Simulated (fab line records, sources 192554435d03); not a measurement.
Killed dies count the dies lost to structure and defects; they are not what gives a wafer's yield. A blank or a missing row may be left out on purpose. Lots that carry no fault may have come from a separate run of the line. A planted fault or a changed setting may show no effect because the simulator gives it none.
fab line records | flow n5_finfet
[record] lots = 24 wafers = 72 last_day = 21
route steps=1938 shown MOL_CONTACT_COAG@609 BEOL_M0_SAQP@636
lots that met no fault: taken from a fault-free run of the same line
start_h: the number of hours between the record's first day and the start of the first shown wafer of the lot | wait_h: hours from the lot's prior step to this one | " unchanged from the row above | L1.1+2: a row that stands for several wafers | - value missing, or start not given | * or withheld: withheld | < > ~ a bound
route shown NAME@n: NAME is a module with steps in the file, n the number in the route of the first one | usual: average and standard deviation across the fault-free wafers | same: alike in all rows | chamber/n: place in a boat | sites: the reading at each site | _std_site: standard deviation of those values | _edge_site: outer sites' mean less inner sites' | radius_mm: for every site, how far away it sits from the centre of the wafer | mask NAME#n: copy n | behind: the tool/chamber that last shaped the wafer | hold: the reason the lot was held/the length of the hold in hours/how it ended | device: whichever transistor did not switch (one of n, p or np) | end of line: the route-end tests of the same wafers | a step without rows: its recipe alone | killed: at the first sort, the dies lost to defects and structure; wafer yield is something else | map: per-die view of a wafer (x killed, . not killed, _ where there is no die)
set.NAME: the run value of the setting; set.NAME@STEP: its run value at that earlier step | model.NAME: the simulator's own value behind a step, which no gauge read
a sample of lots followed through the steps of the route, with each step as a table and each wafer as a row
services: when a tool's chamber went out of use (start_h, in hours from the record's first day, below 0 if earlier), for how many hours, and the reason
[[steps]]
[step N5_MOL_CONTACT_COAG_ETCHBACK_134]
[recipe] chemistry = CHF3 target = SiO2 target_depth_a = 100 time_s = 6.7 ion_energy_ev = 200 pressure_mtorr = 30 source_w = 610 bias_w = 170 Ar_flow_sccm = 200 CHF3_flow_sccm = 50
[usual] drypump_motor_current_A = 5.5/0.48 oes_product_au = 0.79/0.079 rf_vpp_V = 526/14 showerhead_plenum_p_Torr = 2.38/0.058 throttle_valve_pct = 18.55/0.17
// columns lot.wafer tool chamber start_h wait_h drypump_motor_current_A oes_product_au rf_hours_counter_h rf_vpp_V showerhead_plenum_p_Torr throttle_valve_pct
L074.3 rie_diel-04 2 101.28 0.2 4.9 0.76 118 542 2.40 18.28
L074.4 " 1 " " 6.3 0.95 11 548 2.45 18.76
L074.6 " 2 " " 4.9 0.77 - 541 2.40 18.31
L075.1 rie_diel-05 2 104.19 0.1 5.4 0.78 117 534 2.42 18.45
L075.3 " 3 " " 5.3 0.65 250 542 2.34 18.83
L075.6 " 0 " " 5.2 0.81 - 526 2.41 18.58
L076.1 rie_diel-05 1 109.93 0.2 6.4 0.89 16 506 2.35 18.36
L076.4 " 2 " " 5.3 0.79 - 534 2.42 18.44
L076.6 " 1 " " 6.4 0.90 - 504 2.35 18.35
L077.3 rie_diel-01 3 121.74 0.1 5.6 0.86 43 506 2.32 18.29
L077.5 " 2 " " 5.2 0.71 - 524 2.28 18.66
L077.6 " 3 " " 5.6 0.87 - 504 2.32 18.28
L078.2 rie_diel-05 3 127.33 0.1 5.3 0.99 2 543 2.34 18.40
L078.4 " 2 " " 5.4 0.78 121 532 2.41 18.46
L078.6 " 2 " " 5.4 0.79 - 533 2.41 18.44
L079.2 rie_diel-04 1 135.62 0.1 6.4 0.91 21 550 2.45 18.81
L079.3 " 2 " " 4.9 0.75 129 543 2.39 18.31
L079.4 " 2 " " 4.9 0.74 - 543 2.39 18.33
L080.2 rie_diel-01 2 146.06 0.1 5.2 0.71 221 525 2.28 18.66
L080.3 " 3 " " 5.7 0.86 49 504 2.32 18.31
L080.5 " 0 " " 5.5 0.73 - 537 2.38 18.80
L081.1 rie_diel-05 3 150.06 0.1 5.3 0.95 8 542 2.34 18.41
L081.2 " 1 " " 6.4 0.87 25 505 2.35 18.39
L081.5 " 0 " " 5.2 0.79 - 526 2.41 18.59
L082.2 rie_diel-05 0 152.07 0.1 5.2 0.80 93 527 2.41 18.60
L082.5 " 3 " " 5.2 0.96 - 543 2.34 18.43
L082.6 " 0 " " 5.2 0.80 - 528 2.40 18.60
L083.2 rie_diel-05 0 156.42 0.1 5.3 0.79 95 528 2.40 18.59
L083.3 " 3 " " 5.3 0.95 10 541 2.34 18.41
L083.4 " 2 " " 5.4 0.77 129 533 2.41 18.46
L084.2 rie_diel-05 2 160.29 0.1 5.4 0.78 131 533 2.41 18.46
L084.4 " 0 " " 5.3 0.79 96 527 2.40 18.60
L084.5 " 2 " " 5.4 0.77 - 533 2.41 18.46
L085.1 rie_diel-01 2 165.12 0.1 5.2 0.70 225 525 2.28 18.66
L085.2 " 1 " " 5.1 0.74 153 530 2.48 18.67
L085.3 " 3 " " 5.6 0.85 53 504 2.32 18.29
L086.3 rie_diel-04 3 172.32 0.1 6.5 0.72 205 497 2.44 18.46
L086.4 " 1 " " 6.4 0.89 30 546 2.44 18.79
L086.5 " 0 " " 5.8 0.68 - 528 2.38 18.74
L087.2 rie_diel-01 0 178.05 0.1 5.5 0.73 188 538 2.38 18.81
L087.3 " 1 " " 5.1 0.75 156 533 2.48 18.65
L087.5 " 0 " " 5.5 0.72 - 537 2.38 18.80
L088.3 rie_diel-04 0 180.07 0.1 5.8 0.69 225 529 2.38 18.75
L088.5 " 1 " " 6.4 0.89 - 545 2.44 18.81
L088.6 " 2 " " 4.9 0.74 - 541 2.39 18.35
L089.2 rie_diel-01 0 188.64 0.1 5.5 0.71 192 537 2.38 18.82
L089.4 " 1 " " 5.1 0.73 160 533 2.48 18.68
L089.6 " 0 " " 5.5 0.72 - 538 2.38 18.84
L090.2 rie_diel-01 1 191.96 0.1 5.1 0.74 161 532 2.48 18.67
L090.4 " 3 " " 5.6 0.84 61 503 2.32 18.32
L090.5 " 0 " " 5.5 0.72 - 538 2.38 18.83
L091.1 rie_diel-05 3 200.39 0.1 5.2 0.93 20 542 2.33 18.44
L091.2 " 2 " " 5.4 0.77 140 534 2.41 18.49
L091.4 " 1 " " 6.4 0.85 38 506 2.34 18.41
L092.1 rie_diel-01 3 210.40 0.1 5.6 0.83 67 504 2.31 18.34
L092.4 " 2 " " 5.2 0.69 - 523 2.28 18.70
L092.6 " 1 " " 5.0 0.72 - 531 2.48 18.68
L093.1 rie_diel-01 1 212.78 0.4 5.1 0.73 169 532 2.48 18.70
L093.5 " 3 " " 5.6 0.82 - 504 2.31 18.33
L093.6 " 2 " " 5.3 0.70 - 524 2.28 18.69
L094.2 rie_diel-01 2 225.96 0.1 5.2 0.68 245 525 2.27 18.70
L094.3 " 0 " " 5.5 0.71 203 537 2.37 18.84
L094.4 " 1 " " 5.1 0.74 173 530 2.47 18.71
L095.2 rie_diel-01 0 227.60 0.1 5.5 0.71 204 536 2.37 18.84
L095.3 " 2 " " 5.2 0.68 245 525 2.27 18.71
L095.5 " 0 " " 5.5 0.70 - 536 2.37 18.83
L096.2 rie_diel-05 3 231.09 0.1 5.3 0.92 31 542 2.33 18.46
L096.3 " 0 " " 5.3 0.79 114 527 2.40 18.64
L096.4 " 2 " " 5.4 0.75 152 533 2.40 18.50
L097.1 rie_diel-05 3 241.56 0.1 5.3 0.90 35 542 2.33 18.45
L097.2 " 0 " " 5.2 0.77 117 527 2.40 18.65
L097.4 " 2 " " 5.4 0.76 156 533 2.40 18.51
[step N5_MOL_CONTACT_COAG_VIA_ETCH_117]
[recipe] chemistry = C4F6/O2 target_depth_a = 400 overetch_a = 80 mask_material = SOC target = SiO2 bias_w = 455 pressure_mtorr = 10 time_s = 26 source_w = 325 Ar_flow_sccm = 300 C4F6_flow_sccm = 10 O2_flow_sccm = 10 ion_energy_ev = 575.3 ends = end_point
[usual] drypump_motor_current_A = 5.5/0.49 oes_product_au = 0.71/0.072 rf_vpp_V = 1593/41 showerhead_plenum_p_Torr = 2.84/0.07 throttle_valve_pct = 40.8/0.35
// columns lot.wafer tool chamber start_h wait_h drypump_motor_current_A oes_product_au rf_hours_counter_h rf_vpp_V showerhead_plenum_p_Torr throttle_valve_pct
L074.3 rie_diel-04 2 101.44 0.0 4.9 0.71 118 1640 2.87 40.9
L074.4 " 1 " " 6.4 0.82 11 1651 2.91 41.2
L074.6 " 2 " " 4.9 0.70 - 1642 2.87 40.9
L075.1 rie_diel-05 2 104.35 0.0 5.4 0.70 117 1616 2.89 41.0
L075.3 " 3 " " 5.3 0.60 250 1638 2.80 40.9
L075.6 " 0 " " 5.3 0.74 - 1594 2.87 40.8
L076.1 rie_diel-05 1 110.08 0.0 6.4 0.82 16 1535 2.81 41.0
L076.4 " 2 " " 5.4 0.69 - 1615 2.89 41.1
L076.6 " 1 " " 6.4 0.81 - 1535 2.81 41.0
L077.3 rie_diel-01 3 121.90 0.0 5.6 0.78 43 1529 2.77 40.1
L077.5 " 2 " " 5.2 0.64 - 1588 2.73 41.1
L077.6 " 3 " " 5.6 0.78 - 1531 2.77 40.1
L078.2 rie_diel-05 3 127.49 0.0 5.3 0.89 2 1638 2.79 40.6
L078.4 " 2 " " 5.4 0.69 121 1616 2.89 41.1
L078.6 " 2 " " 5.4 0.69 - 1615 2.89 41.1
L079.2 rie_diel-04 1 135.78 0.0 6.4 0.81 21 1648 2.91 41.2
L079.3 " 2 " " 4.9 0.70 129 1641 2.86 40.9
L079.4 " 2 " " 4.9 0.70 - 1642 2.86 40.9
L080.2 rie_diel-01 2 146.22 0.0 5.3 0.64 221 1587 2.72 41.0
L080.3 " 3 " " 5.6 0.78 49 1530 2.76 40.1
L080.5 " 0 " " 5.5 0.65 - 1628 2.85 41.2
L081.1 rie_diel-05 3 150.22 0.0 5.3 0.87 8 1638 2.79 40.6
L081.2 " 1 " " 6.4 0.81 25 1534 2.80 41.0
L081.5 " 0 " " 5.3 0.72 - 1593 2.86 40.9
L082.2 rie_diel-05 0 152.22 0.0 5.2 0.72 94 1595 2.87 40.9
L082.5 " 3 " " 5.3 0.87 - 1638 2.79 40.6
L082.6 " 0 " " 5.3 0.73 - 1593 2.87 40.9
L083.2 rie_diel-05 0 156.58 0.0 5.2 0.72 95 1594 2.86 40.9
L083.3 " 3 " " 5.2 0.88 10 1637 2.79 40.6
L083.4 " 2 " " 5.4 0.69 129 1614 2.88 41.1
L084.2 rie_diel-05 2 160.45 0.0 5.4 0.69 131 1616 2.88 41.1
L084.4 " 0 " " 5.3 0.73 96 1593 2.86 40.9
L084.5 " 2 " " 5.4 0.69 - 1616 2.88 41.1
L085.1 rie_diel-01 2 165.28 0.0 5.2 0.64 225 1586 2.72 41.1
L085.2 " 1 " " 5.1 0.67 153 1610 2.96 40.9
L085.3 " 3 " " 5.6 0.77 53 1529 2.76 40.2
L086.3 rie_diel-04 3 172.48 0.0 6.5 0.65 205 1512 2.91 40.0
L086.4 " 1 " " 6.4 0.79 30 1649 2.91 41.2
L086.5 " 0 " " 5.7 0.62 - 1601 2.84 40.7
L087.2 rie_diel-01 0 178.21 0.0 5.5 0.65 188 1629 2.84 41.2
L087.3 " 1 " " 5.1 0.67 156 1611 2.96 41.0
L087.5 " 0 " " 5.5 0.65 - 1627 2.84 41.2
L088.3 rie_diel-04 0 180.23 0.0 5.8 0.62 225 1601 2.84 40.7
L088.5 " 1 " " 6.3 0.78 - 1650 2.90 41.2
L088.6 " 2 " " 4.9 0.69 - 1640 2.86 40.9
L089.2 rie_diel-01 0 188.80 0.0 5.5 0.64 192 1627 2.84 41.2
L089.4 " 1 " " 5.0 0.67 160 1610 2.96 40.9
L089.6 " 0 " " 5.5 0.64 - 1627 2.84 41.2
L090.2 rie_diel-01 1 192.12 0.0 5.1 0.67 161 1610 2.96 41.0
L090.4 " 3 " " 5.7 0.76 61 1529 2.76 40.2
L090.5 " 0 " " 5.5 0.64 - 1628 2.84 41.2
L091.1 rie_diel-05 3 200.55 0.0 5.3 0.85 20 1636 2.79 40.6
L091.2 " 2 " " 5.4 0.68 141 1614 2.88 41.1
L091.4 " 1 " " 6.4 0.78 38 1534 2.80 41.0
L092.1 rie_diel-01 3 210.55 0.0 5.6 0.76 67 1529 2.76 40.2
L092.4 " 2 " " 5.2 0.63 - 1587 2.72 41.1
L092.6 " 1 " " 5.1 0.67 - 1609 2.96 41.0
L093.1 rie_diel-01 1 212.93 0.0 5.0 0.67 169 1611 2.96 41.0
L093.5 " 3 " " 5.6 0.76 - 1531 2.76 40.2
L093.6 " 2 " " 5.2 0.62 - 1587 2.71 41.1
L094.2 rie_diel-01 2 226.12 0.0 5.2 0.62 245 1586 2.71 41.1
L094.3 " 0 " " 5.5 0.64 203 1625 2.84 41.2
L094.4 " 1 " " 5.0 0.66 173 1609 2.96 41.0
L095.2 rie_diel-01 0 227.75 0.0 5.5 0.63 204 1626 2.84 41.2
L095.3 " 2 " " 5.2 0.62 245 1588 2.71 41.1
L095.5 " 0 " " 5.5 0.63 - 1627 2.84 41.2
L096.2 rie_diel-05 3 231.25 0.0 5.2 0.81 31 1637 2.78 40.6
L096.3 " 0 " " 5.3 0.71 114 1593 2.86 40.9
L096.4 " 2 " " 5.4 0.67 152 1614 2.87 41.1
L097.1 rie_diel-05 3 241.71 0.0 5.2 0.81 35 1636 2.78 40.6
L097.2 " 0 " " 5.2 0.71 118 1593 2.85 40.9
L097.4 " 2 " " 5.4 0.67 156 1613 2.87 41.1
[step N5_BEOL_M0_SAQP_PECVD_96]
[recipe] material = a-Si target_thk_a = 450 temp_c = 350 precursor = SiH4/He pressure_torr = 3 rf_w = 100 time_s = 45.2
[usual] heater_power_w = 655/57 showerhead_plenum_p_Torr = 5.65/0.049 susceptor_temp_C = 349.99/0.22 throttle_valve_pct = 18.2/1.2
// columns lot.wafer tool chamber start_h wait_h heater_power_w showerhead_plenum_p_Torr susceptor_temp_C throttle_valve_pct
L074.3 pecvd-03 0 106.20 0.0 656 5.68 349.88 17.7
L074.4 " 0 " " 671 5.67 350.04 17.9
L074.6 " 2 " " 698 5.60 350.13 16.9
L075.1 pecvd-01 2 109.20 0.0 660 5.57 350.04 17.0
L075.3 " 2 " " 668 5.59 350.07 17.2
L075.6 " 2 " " 677 5.56 350.11 17.2
L076.1 pecvd-04 0 116.15 0.0 655 5.64 350.31 17.5
L076.4 " 1 " " 646 5.70 350.05 20.3
L076.6 " 2 " " 582 5.68 349.90 16.7
L077.3 pecvd-04 1 126.78 0.0 624 5.71 350.03 20.2
L077.5 " 0 " " 729 5.64 350.07 17.7
L077.6 " 1 " " 628 5.68 349.68 20.7
L078.2 pecvd-01 0 132.72 0.0 662 5.57 349.84 19.1
L078.4 " 2 " " 664 5.57 349.87 17.0
L078.6 " 0 " " 661 5.57 349.78 19.3
L079.2 pecvd-03 2 140.93 0.0 759 5.58 350.14 16.8
L079.3 " 0 " " 592 5.67 350.14 17.5
L079.4 " 1 " " 553 5.69 350.06 19.1
L080.2 pecvd-01 1 150.95 0.0 671 5.72 350.06 18.7
L080.3 " 2 " " 698 5.58 349.96 17.3
L080.5 " 2 " " 698 5.59 349.69 17.2
L081.1 pecvd-01 0 158.23 0.0 611 5.56 349.98 19.2
L081.2 " 1 " " 742 5.72 350.30 18.7
L081.5 " 1 " " 729 5.73 350.00 18.6
L082.2 pecvd-03 2 159.00 0.0 736 5.60 350.10 16.7
L082.5 " 1 " " 630 5.67 349.72 19.3
L082.6 " 0 " " 601 5.66 349.94 17.8
L083.2 pecvd-03 2 162.45 0.0 692 5.59 349.95 16.8
L083.3 " 1 " " 640 5.69 350.05 19.2
L083.4 " 1 " " 639 5.70 349.87 19.4
L084.2 pecvd-04 1 168.90 0.0 561 5.70 349.99 20.4
L084.4 " 0 " " 741 5.66 350.06 17.7
L084.5 " 1 " " 555 5.68 349.84 20.6
L085.1 pecvd-04 1 170.02 0.0 647 5.69 349.68 20.4
L085.2 " 2 " " 545 5.68 350.18 16.5
L085.3 " 0 " " 642 5.64 350.19 17.6
L086.3 pecvd-04 2 179.30 0.0 621 5.67 350.05 16.7
L086.4 " 0 " " 762 5.63 349.99 17.8
L086.5 " 1 " " 671 5.70 349.95 20.3
L087.2 pecvd-03 0 182.95 0.0 646 5.68 349.98 17.7
L087.3 " 1 " " 581 5.69 349.95 19.1
L087.5 " 2 " " 623 5.60 349.46 16.6
L088.3 pecvd-03 2 186.25 0.0 727 5.61 350.02 16.8
L088.5 " 1 " " 644 5.67 350.19 19.2
L088.6 " 2 " " 708 5.59 350.14 16.5
L089.2 pecvd-04 1 194.65 0.0 606 5.70 349.99 20.6
L089.4 " 2 " " 649 5.68 350.31 16.9
L089.6 " 0 " " 750 5.64 349.80 17.9
L090.2 pecvd-03 0 201.03 0.0 689 5.68 350.02 17.6
L090.4 " 2 " " 756 5.60 350.20 16.6
L090.5 " 1 " " 596 5.69 349.92 18.8
L091.1 pecvd-01 1 205.30 0.0 697 5.72 350.25 18.6
L091.2 " 0 " " 658 5.58 350.00 19.1
L091.4 " 1 " " 724 5.72 350.15 18.6
L092.1 pecvd-03 1 216.81 0.0 569 5.68 350.45 19.3
L092.4 " 1 " " 555 5.69 350.17 19.3
L092.6 " 0 " " 650 5.67 349.35 18.0
L093.1 pecvd-03 1 220.26 0.0 586 5.69 349.79 19.1
L093.5 " 1 " " 584 5.68 349.66 19.2
L093.6 " 0 " " 656 5.67 350.15 17.8
L094.2 pecvd-03 1 231.40 0.0 562 5.69 349.96 19.2
L094.3 " 1 " " 566 5.69 350.10 18.9
L094.4 " 0 " " 688 5.67 349.70 17.7
L095.2 pecvd-03 2 235.19 0.0 623 5.58 349.84 16.4
L095.3 " 1 " " 594 5.68 350.20 19.3
L095.5 " 0 " " 585 5.66 349.79 18.0
L096.2 pecvd-01 2 239.11 0.0 689 5.57 350.37 17.0
L096.3 " 1 " " 665 5.74 350.26 18.8
L096.4 " 2 " " 688 5.57 350.17 17.1
L097.1 pecvd-03 1 248.79 0.0 647 5.70 350.03 19.3
L097.2 " 2 " " 706 5.59 349.99 16.1
L097.4 " 1 " " 522 5.67 350.10 19.3
[step N5_BEOL_M0_SAQP_THK_MEAS_05]
[usual] thk_nm = 60.2/0.85
// columns lot.wafer tool chamber start_h wait_h thk_nm
L074.3 film_metro-01 - 106.38 0.1 60.5
L074.4 " - " " 61.3
L074.6 " - " " 60.7
L075.1 film_metro-01 - 109.45 0.1 58.7
L075.3 " - " " 60.1
L075.6 " - " " 59.6
L076.1 film_metro-02 - 116.33 0.1 58.9
L076.4 " - " " 61.9
L076.6 " - " " 60.1
L077.3 film_metro-01 - 127.01 0.1 61.5
L077.5 " - " " 61.1
L077.6 " - " " 61.9
L078.2 film_metro-02 - 132.90 0.1 60.2
L078.4 " - " " 59.8
L078.6 " - " " 60.6
L079.2 film_metro-01 - 141.12 0.1 60.1
L079.3 " - " " 59.5
L079.4 " - " " 61.3
L080.2 film_metro-02 - 151.13 0.1 60.2
L080.3 " - " " 60.0
L080.5 " - " " 60.3
L081.1 film_metro-01 - 158.41 0.1 59.9
L081.2 " - " " 60.8
L081.5 " - " " 61.9
L082.2 film_metro-01 - 159.18 0.1 59.6
L082.5 " - " " 60.8
L082.6 " - " " 60.3
L083.2 film_metro-01 - 162.63 0.1 60.2
L083.3 " - " " 60.3
L083.4 " - " " 61.5
L084.2 film_metro-02 - 169.08 0.1 59.5
L084.4 " - " " 60.4
L084.5 " - " " 61.5
L085.1 film_metro-02 - 170.20 0.1 60.0
L085.2 " - " " 60.0
L085.3 " - " " 59.6
L086.3 film_metro-01 - 179.48 0.1 59.7
L086.4 " - " " 60.4
L086.5 " - " " 60.9
L087.2 film_metro-02 - 183.13 0.1 60.0
L087.3 " - " " 58.6
L087.5 " - " " 61.0
L088.3 film_metro-01 - 186.43 0.1 59.7
L088.5 " - " " 60.8
L088.6 " - " " 60.7
L089.2 film_metro-02 - 194.83 0.1 61.1
L089.4 " - " " 60.9
L089.6 " - " " 61.0
L090.2 film_metro-02 - 201.23 0.1 59.3
L090.4 " - " " 61.2
L090.5 " - " " 60.6
L091.1 film_metro-02 - 205.48 0.1 60.8
L091.2 " - " " 59.9
L091.4 " - " " 62.4
L092.1 film_metro-02 - 217.07 0.1 59.3
L092.4 " - " " 59.9
L092.6 " - " " 60.3
L093.1 film_metro-01 - 220.52 0.1 57.6
L093.5 " - " " 59.5
L093.6 " - " " 59.3
L094.2 film_metro-02 - 231.66 0.1 59.8
L094.3 " - " " 60.5
L094.4 " - " " 61.0
L095.2 film_metro-01 - 235.37 0.1 59.7
L095.3 " - " " 59.5
L095.5 " - " " 60.9
L096.2 film_metro-01 - 239.29 0.1 59.1
L096.3 " - " " 60.3
L096.4 " - " " 61.0
L097.1 film_metro-02 - 249.04 0.1 59.8
L097.2 " - " " 60.3
L097.4 " - " " 61.0
[step N5_BEOL_M0_SAQP_MANDREL1_REMOVE_100]
[recipe] chemistry = HBr/Cl2/O2 bt_time_s = 10 target = a-Si stop_on = SiNx endpoint = OES-SiCl over_etch_frac = 0.85 icp_w = 600 bias_w = 30 HBr_flow_sccm = 150 Cl2_flow_sccm = 80 O2_flow_sccm = 5 pressure_mtorr = 10
[usual] drypump_motor_current_A = 5.8/0.48 oes_product_au = 1.008/0.02 throttle_valve_pct = 36.8/0.41
// columns lot.wafer tool chamber start_h wait_h drypump_motor_current_A oes_product_au rf_hours_counter_h throttle_valve_pct
L074.3 rie_si-03 1 108.45 0.1 6.4 0.990 126 37.1
L074.4 " 0 " " 5.0 1.000 53 36.5
L074.6 " 3 " " 5.2 1.043 - 36.8
L075.1 rie_si-03 0 111.50 0.1 5.0 0.991 54 36.5
L075.3 " 2 " " 5.8 0.991 107 36.1
L075.6 " 1 " " 6.4 0.988 - 37.1
L076.1 rie_si-03 2 118.80 0.1 5.8 1.002 107 36.1
L076.4 " 1 " " 6.4 0.983 126 37.1
L076.6 " 3 " " 5.3 1.029 - 36.8
L077.3 rie_si-06 2 129.03 0.1 5.0 1.022 0 37.2
L077.5 " 3 " " 6.3 0.992 - 37.0
L077.6 " 0 " " 5.8 1.055 - 36.6
L078.2 rie_si-06 1 134.92 0.1 5.6 1.027 179 36.1
L078.4 " 2 " " 5.0 1.010 0 37.2
L078.6 " 3 " " 6.4 0.987 - 37.0
L079.2 rie_si-06 0 143.26 0.1 5.9 1.054 9 36.6
L079.3 " 1 " " 5.6 1.020 179 36.1
L079.4 " 2 " " 5.0 1.010 0 37.2
L080.2 rie_si-05 1 153.03 0.1 5.7 0.990 192 37.0
L080.3 " 3 " " 5.7 0.995 10 37.3
L080.5 " 1 " " 5.8 0.996 - 37.0
L081.1 rie_si-05 0 160.43 0.1 6.1 1.010 107 36.4
L081.2 " 1 " " 5.8 0.988 192 37.0
L081.5 " 3 " " 5.7 0.986 - 37.3
L082.2 rie_si-05 0 161.17 0.1 6.1 1.019 107 36.4
L082.5 " 2 " " 6.3 1.021 - 36.7
L082.6 " 3 " " 5.7 1.001 - 37.3
L083.2 rie_si-03 1 164.73 0.1 6.4 0.989 127 37.1
L083.3 " 2 " " 5.8 0.989 108 36.1
L083.4 " 3 " " 5.3 1.029 160 36.8
L084.2 rie_si-06 2 172.04 0.1 5.0 1.010 1 37.2
L084.4 " 0 " " 5.9 1.048 10 36.6
L084.5 " 2 " " 5.0 1.009 - 37.3
L085.1 rie_si-06 0 172.58 0.1 5.8 1.042 10 36.6
L085.2 " 3 " " 6.3 0.991 20 37.0
L085.3 " 2 " " 5.0 1.010 1 37.3
L086.3 rie_si-03 1 181.58 0.1 6.4 0.994 127 37.1
L086.4 " 3 " " 5.3 1.023 160 36.8
L086.5 " 0 " " 5.0 0.981 - 36.5
L087.2 rie_si-05 0 185.05 0.1 6.1 1.017 108 36.4
L087.3 " 2 " " 6.3 1.021 110 36.7
L087.5 " 3 " " 5.7 0.998 - 37.3
L088.3 rie_si-06 3 188.57 0.1 6.3 0.983 20 37.0
L088.5 " 1 " " 5.6 1.029 - 36.1
L088.6 " 2 " " 5.0 1.011 - 37.2
L089.2 rie_si-05 3 196.86 0.1 5.7 0.994 11 37.2
L089.4 " 1 " " 5.7 0.990 0 37.5
L089.6 " 1 " " 5.7 0.981 - 37.5
L090.2 rie_si-05 3 203.50 0.1 5.7 0.999 11 37.3
L090.4 " 1 " " 5.7 0.995 0 37.5
L090.5 " 0 " " 6.1 1.013 - 36.4
L091.1 rie_si-06 0 207.88 0.1 5.8 1.041 10 36.6
L091.2 " 1 " " 5.6 1.011 180 36.1
L091.4 " 3 " " 6.3 0.983 21 37.0
L092.1 rie_si-05 3 219.48 0.1 5.7 0.990 11 37.2
L092.4 " 1 " " 5.8 0.988 1 37.5
L092.6 " 0 " " 6.1 1.005 - 36.4
L093.1 rie_si-06 1 222.73 0.1 5.6 1.013 180 36.1
L093.5 " 0 " " 5.8 1.036 - 36.6
L093.6 " 3 " " 6.4 0.978 - 37.0
L094.2 rie_si-03 2 233.68 0.1 5.8 0.993 109 36.1
L094.3 " 0 " " 5.0 0.995 56 36.5
L094.4 " 3 " " 5.3 1.038 161 36.8
L095.2 rie_si-03 0 237.54 0.1 5.0 1.000 56 36.5
L095.3 " 2 " " 5.8 0.995 109 36.1
L095.5 " 0 " " 5.0 0.997 - 36.5
L096.2 rie_si-06 3 242.19 0.1 6.3 0.979 21 37.0
L096.3 " 2 " " 5.0 0.993 2 37.2
L096.4 " 1 " " 5.6 1.018 181 36.1
L097.1 rie_si-06 0 251.40 0.1 5.8 1.043 11 36.6
L097.2 " 3 " " 6.4 0.992 21 37.0
L097.4 " 1 " " 5.6 1.011 181 36.1
[step N5_BEOL_M0_SAQP_CD_MEAS_40]
[recipe] target_cd_nm = 30 landing_energy_ev = 500 detector = se_inlens
[usual] cd_nm = 30.06/0.25
// columns lot.wafer tool chamber start_h wait_h cd_nm
L074.3 cd_sem-03 0 110.67 - 29.77
L074.4 " 0 " " 29.83
L074.6 " 0 " " 29.77
L075.1 cd_sem-02 0 114.08 - 30.68
L075.3 " 0 " " 30.14
L075.6 " 0 " " 30.01
L076.1 cd_sem-01 0 121.10 - 29.80
L076.4 " 0 " " 30.03
L076.6 " 0 " " 29.66
L077.3 cd_sem-02 0 131.29 - 30.25
L077.5 " 0 " " 29.81
L077.6 " 0 " " 30.35
L078.2 cd_sem-01 0 137.79 - 30.34
L078.4 " 0 " " 29.95
L078.6 " 0 " " 29.96
L079.2 cd_sem-02 0 145.55 - 30.17
L079.3 " 0 " " 30.18
L079.4 " 0 " " 29.90
L080.2 cd_sem-01 0 155.24 - 30.08
L080.3 " 0 " " 30.33
L080.5 " 0 " " 30.29
L081.1 cd_sem-02 0 162.76 - 30.11
L081.2 " 0 " " 30.34
L081.5 " 0 " " 30.23
L082.2 cd_sem-02 0 163.98 - 29.95
L082.5 " 0 " " 30.36
L082.6 " 0 " " 30.11
L083.2 cd_sem-01 0 167.03 - 29.66
L083.3 " 0 " " 30.12
L083.4 " 0 " " 29.99
L084.2 cd_sem-03 0 175.01 - 30.14
L084.4 " 0 " " 29.49
L084.5 " 0 " " 29.66
L085.1 cd_sem-01 0 175.51 - 30.23
L085.2 " 0 " " 29.95
L085.3 " 0 " " 29.91
L086.3 cd_sem-01 0 183.91 - 30.80
L086.4 " 0 " " 30.31
L086.5 " 0 " " 30.36
L087.2 cd_sem-02 0 187.75 - 30.02
L087.3 " 0 " " 29.71
L087.5 " 0 " " 29.85
L088.3 cd_sem-02 0 190.88 - 29.75
L088.5 " 0 " " 30.18
L088.6 " 0 " " 30.54
L089.2 cd_sem-03 0 199.32 - 30.21
L089.4 " 0 " " 30.15
L089.6 " 0 " " 30.12
L090.2 cd_sem-02 0 205.80 - 29.85
L090.4 " 0 " " 30.03
L090.5 " 0 " " 30.28
L091.1 cd_sem-03 0 210.59 - 29.92
L091.2 " 0 " " 30.00
L091.4 " 0 " " 30.40
L092.1 cd_sem-02 0 221.86 - 30.29
L092.4 " 0 " " 29.85
L092.6 " 0 " " 29.76
L093.1 cd_sem-03 0 225.20 - 29.87
L093.5 " 0 " " 29.93
L093.6 " 0 " " 29.94
L094.2 cd_sem-02 0 236.08 - 29.86
L094.3 " 0 " " 29.95
L094.4 " 0 " " 30.30
L095.2 cd_sem-03 0 239.92 - 30.20
L095.3 " 0 " " 30.01
L095.5 " 0 " " 30.01
L096.2 cd_sem-02 0 244.37 - 30.48
L096.3 " 0 " " 29.98
L096.4 " 0 " " 30.52
L097.1 cd_sem-01 0 253.95 - 30.43
L097.2 " 0 " " 30.05
L097.4 " 0 " " 29.95
[[services]]
// columns tool chamber start_h hours kind
rie_si-03 3 82.67 7.6 repair
rie_si-06 - 107.87 14.6 pm
rie_si-05 - 110.00 2.8 pm
rie_diel-01 1 110.94 3.2 repair
rie_diel-01 - 123.84 1.0 repair
rie_si-06 - 129.99 0.2 repair
rie_diel-04 0 130.04 8.7 repair
rie_si-03 - 145.91 14.6 pm
rie_diel-01 - 147.93 0.5 repair
rie_si-03 2 174.44 6.5 repair
rie_diel-05 - 177.06 2.8 pm
rie_si-06 0 185.25 7.2 repair
rie_si-03 0 187.78 7.4 repair
rie_diel-05 - 188.93 0.2 repair
rie_diel-04 3 206.48 9.8 repair
rie_si-03 0 207.46 3.7 repair
rie_diel-01 0 208.40 5.3 repair
rie_diel-05 - 208.65 0.6 repair
rie_si-05 2 209.94 1.7 repair
rie_diel-01 3 226.33 4.3 repair
rie_diel-05 1 232.14 1.4 repair
pecvd-03 2 238.13 4.2 repair
rie_si-03 2 240.11 3.6 repair
rie_si-06 2 248.34 0.9 repair
[[key]]
fault none
